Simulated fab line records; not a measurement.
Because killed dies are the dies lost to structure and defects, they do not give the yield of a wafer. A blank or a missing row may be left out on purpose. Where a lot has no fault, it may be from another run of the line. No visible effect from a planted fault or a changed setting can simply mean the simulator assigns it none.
Matching of chambers + flow nand-harc + 4 sister chambers for NHARC_A_CONTACT_ETCH_75 on rie-diel-06
The step etches the open film in CF4, target depth 39 nm, time 65 s. 39 wafers are shown with their chamber, then 12 later ones without.

== WAFERS, EACH WITH ITS CHAMBER ==
| wafer  | chamber | showerhead-plenum-p-Torr (Torr) | drypump-motor-current-A (A) | rf-vpp-V (V) |
|--------|---------|---------------------------------|-----------------------------|--------------|
| L075.1 | 0       | 1.79                            | 5.89                        | 152.5        |
| L075.3 | 2       | 1.86                            | 5.55                        | 152.9        |
| L075.4 | 0       | 1.79                            | 5.87                        | 152.3        |
| L078.3 | 2       | 1.86                            | 5.56                        | 153.3        |
| L078.4 | 1       | 1.74                            | 5.38                        | 151.4        |
| L078.6 | 0       | 1.79                            | 5.90                        | 149.0        |
| L081.1 | 2       | 1.86                            | 5.52                        | 152.7        |
| L081.4 | 3       | 1.68                            | 5.60                        | 149.1        |
| L081.6 | 1       | 1.74                            | 5.37                        | 150.7        |
| L082.1 | 2       | 1.86                            | 5.56                        | 151.9        |
| L082.2 | 3       | 1.68                            | 5.64                        | 151.3        |
| L082.4 | 1       | 1.74                            | 5.38                        | 151.1        |
| L083.2 | 2       | 1.86                            | 5.58                        | 150.7        |
| L083.4 | 1       | 1.74                            | 5.38                        | 151.5        |
| L083.5 | 3       | 1.68                            | 5.63                        | 150.8        |
| L084.2 | 1       | 1.74                            | 5.36                        | 151.0        |
| L084.3 | 3       | 1.68                            | 5.65                        | 149.8        |
| L084.4 | 2       | 1.86                            | 5.52                        | 152.0        |
| L086.1 | 2       | 1.86                            | 5.55                        | 154.5        |
| L086.2 | 1       | 1.74                            | 5.35                        | 151.4        |
| L086.4 | 0       | 1.79                            | 5.86                        | 151.7        |
| L085.1 | 1       | 1.74                            | 5.37                        | 149.7        |
| L085.5 | 0       | 1.79                            | 5.87                        | 152.4        |
| L085.6 | 3       | 1.67                            | 5.64                        | 149.7        |
| L088.1 | 3       | 1.67                            | 5.65                        | 150.7        |
| L088.3 | 2       | 1.86                            | 5.53                        | 152.7        |
| L088.4 | 0       | 1.79                            | 5.88                        | 151.8        |
| L087.2 | 2       | 1.86                            | 5.53                        | 153.5        |
| L087.4 | 3       | 1.67                            | 5.68                        | 150.2        |
| L087.6 | 3       | 1.67                            | 5.69                        | 149.4        |
| L089.3 | 2       | 1.86                            | 5.58                        | 153.2        |
| L089.4 | 1       | 1.73                            | 5.39                        | 149.8        |
| L089.5 | 1       | 1.73                            | 5.40                        | 150.2        |
| L090.1 | 2       | 1.85                            | 5.56                        | 152.7        |
| L090.4 | 1       | 1.73                            | 5.37                        | 151.0        |
| L090.6 | 2       | 1.86                            | 5.56                        | 151.4        |
| L094.2 | 1       | 1.73                            | 5.37                        | 151.3        |
| L094.5 | 3       | 1.67                            | 5.62                        | 149.3        |
| L094.6 | 0       | 1.79                            | 5.86                        | 151.2        |

SIGNATURES (means of the wafers above)
| reading                  | chamber 0 | chamber 1 | chamber 2 | chamber 3 | scatter within a chamber |
|--------------------------|-----------|-----------|-----------|-----------|--------------------------|
| showerhead-plenum-p-Torr | 1.7900    | 1.7364    | 1.8592    | 1.6744    | 0.00403                  |
| drypump-motor-current-A  | 5.8757    | 5.3745    | 5.5500    | 5.6444    | 0.0202                   |
| rf-vpp-V                 | 151.557   | 150.827   | 152.625   | 150.033   | 0.911                    |
Rule: a wafer lies at a distance from a chamber equal to the root of the sum of squares, over the readings, of (its reading less the chamber's mean, divided by the reading's scatter). If the next closest chamber is less than 2 further off than the closest, the wafer can't be placed; otherwise it belongs to the closest. How the scatter is found: for the shown wafers, subtract from each reading the mean of its chamber, square and add these, divide the total by (wafers less chambers), then take the root.

== WAFERS WITHOUT THEIR CHAMBER ==
| wafer  | showerhead-plenum-p-Torr (Torr) | drypump-motor-current-A (A) | rf-vpp-V (V) |
|--------|---------------------------------|-----------------------------|--------------|
| L092.1 | 1.85                            | 5.58                        | 152.1        |
| L092.5 | 1.73                            | 5.37                        | 150.7        |
| L092.6 | 1.85                            | 5.55                        | 151.9        |
| L096.1 | 1.85                            | 5.55                        | 152.0        |
| L096.3 | 1.67                            | 5.60                        | 152.0        |
| L096.6 | 1.85                            | 5.57                        | 152.7        |
| L095.2 | 1.85                            | 5.55                        | 152.9        |
| L095.3 | 1.73                            | 5.36                        | 151.9        |
| L095.6 | 1.67                            | 5.61                        | 150.5        |
| L097.2 | 1.73                            | 5.38                        | 151.8        |
| L097.5 | 1.78                            | 5.87                        | 152.0        |
| L097.6 | 1.73                            | 5.37                        | 149.8        |

== WHICH CHAMBER EACH WENT THROUGH ==
| wafer  | from the rows above | in truth |
|--------|---------------------|----------|
| L092.1 | 2                   | 2        |
| L092.5 | 1                   | 1        |
| L092.6 | 2                   | 2        |
| L096.1 | 2                   | 2        |
| L096.3 | 3                   | 3        |
| L096.6 | 2                   | 2        |
| L095.2 | 2                   | 2        |
| L095.3 | 1                   | 1        |
| L095.6 | 3                   | 3        |
| L097.2 | 1                   | 1        |
| L097.5 | 0                   | 0        |
| L097.6 | 1                   | 1        |
Correct placement for 12 of the 12. From these rows, 0 cannot be placed. 0 placed wrongly.
